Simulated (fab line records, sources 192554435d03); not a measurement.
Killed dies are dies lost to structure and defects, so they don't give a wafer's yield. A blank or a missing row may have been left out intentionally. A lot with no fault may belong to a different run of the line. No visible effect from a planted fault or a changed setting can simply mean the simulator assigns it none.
Which tool was responsible? -- flow n5-finfet -- 11 lots with 31 wafers sampled at 2 steps, on a route of 1938 steps

== WHAT THE GAUGES SHOWED, per wafer ==
N5_BEOL_M1_THK_MEAS_53: measures by xrf.
lot,measured,on,M1_THK (nm)
L202,day 6 14:10,film-metro-01,40.8 41.0 42.5
L203,day 6 20:14,film-metro-01,38.1 38.3 39.7
L205,day 7 01:38,film-metro-02,42.7 40.2 42.1
L204,day 7 01:53,film-metro-01,39.3 43.0 41.9
L206,day 7 11:58,film-metro-01,38.6 39.3 38.8
L208,day 7 19:53,film-metro-02,39.6 39.1 42.7
L209,day 8 06:21,film-metro-01,39.4 40.6 40.4
L211,day 8 20:23,film-metro-02,35.5 38.2 38.8
L212,day 9 01:41,film-metro-01,37.8 40.1 38.2
L216,day 9 20:59,film-metro-01,39.2 39.7
L220,day 10 22:46,film-metro-02,38.9 42.2

== TOOL THAT RAN EACH LOT (tool first, then ch and the chambers of the sampled wafers, then the start) ==
lot,N5_BEOL_M1_SPUTTER_90
L202,"pvd-sputter-02, day 6 12:43"
L203,"pvd-sputter-03, day 6 18:47"
L205,"pvd-sputter-01, day 7 00:11"
L204,"pvd-sputter-02, day 7 00:20"
L206,"pvd-sputter-02, day 7 10:31"
L208,"pvd-sputter-02, day 7 18:26"
L209,"pvd-sputter-02, day 8 04:50"
L211,"pvd-sputter-01, day 8 18:54"
L212,"pvd-sputter-01, day 9 00:14"
L216,"pvd-sputter-03, day 9 19:33"
L220,"pvd-sputter-03, day 10 21:19"
- N5_BEOL_M1_SPUTTER_90: material Cu, target thk 4.5 nm, time 8.29 s.

== THE ANSWER, worked out from the rows above alone ==
Rule: the lots themselves supply what counts as usual. Put in order of their means at a reading, lots are off if they are a third of the lots or fewer, leave a main group of 4 or more, and stand apart from it by a gap of 3 or more times the standard deviation of the main group's means; of several such gaps the widest counts. Not used: any main group whose means are identical at the precision the tables above print for the reading. Also off: a lot with no number at a reading for which 4 or more lots have one. All remaining lots with rows at the step are treated as sound.
No lot is off on any of the readings shown, so nothing can be concluded from this.

== WHAT THE SIMULATOR PUT IN ==
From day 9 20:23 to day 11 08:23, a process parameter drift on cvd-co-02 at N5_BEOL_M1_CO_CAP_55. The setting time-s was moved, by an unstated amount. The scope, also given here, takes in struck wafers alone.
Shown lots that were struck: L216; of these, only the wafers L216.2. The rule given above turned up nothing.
